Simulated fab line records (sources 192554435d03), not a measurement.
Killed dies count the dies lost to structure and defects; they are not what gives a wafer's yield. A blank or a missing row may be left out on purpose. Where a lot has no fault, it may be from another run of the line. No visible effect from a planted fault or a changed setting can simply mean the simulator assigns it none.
Matching of chambers ; flow n5 finfet ; N5_FIN_SAQP_ETCH_64 on rie si-01: 4 sister chambers
The step etches SiO2 in CF4, target depth 1.5 nm. 4 wafers are shown with their chamber, then 11 later ones without.

== WAFERS WITH THEIR CHAMBER ==
wafer;chamber;throttle valve pct (%)
L082.1;0;21.88
L089.2;1;22.18
L090.4;2;21.61
L093.1;3;22.19

== WAFERS WITHOUT THEIR CHAMBER ==
wafer;throttle valve pct (%)
L093.2;21.58
L093.4;21.90
L094.1;22.17
L094.2;22.21
L094.5;21.90
L096.2;22.20
L096.3;22.20
L096.4;21.88
L097.2;22.21
L097.4;21.90
L097.5;21.59

== WHICH CHAMBER EACH WENT THROUGH ==
wafer;from the rows above;in truth
L093.2;2;2
L093.4;0;0
L094.1;can't be placed: 1 or 3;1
L094.2;can't be placed: 3 or 1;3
L094.5;0;0
L096.2;can't be placed: 3 or 1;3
L096.3;can't be placed: 3 or 1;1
L096.4;0;0
L097.2;can't be placed: 3 or 1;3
L097.4;0;0
L097.5;2;2
6 of 11 placed correctly. These rows do not allow placing 5 (true chamber among the candidates in 5). 0 placed wrongly.
How it was worked out, from the rows above alone: a wafer's distance from a chamber is the root of the sum, over the readings, of the square of ((its reading less the chamber's mean) divided by the reading's scatter). If the next closest chamber is less than 2 further off than the closest, the wafer can't be placed; otherwise it belongs to the closest. The mean given for a chamber averages the wafers shown for that chamber. The scatter (one wafer shown for each chamber): square how far every hidden wafer sits from the nearest shown wafer, average those squares and take the square root.
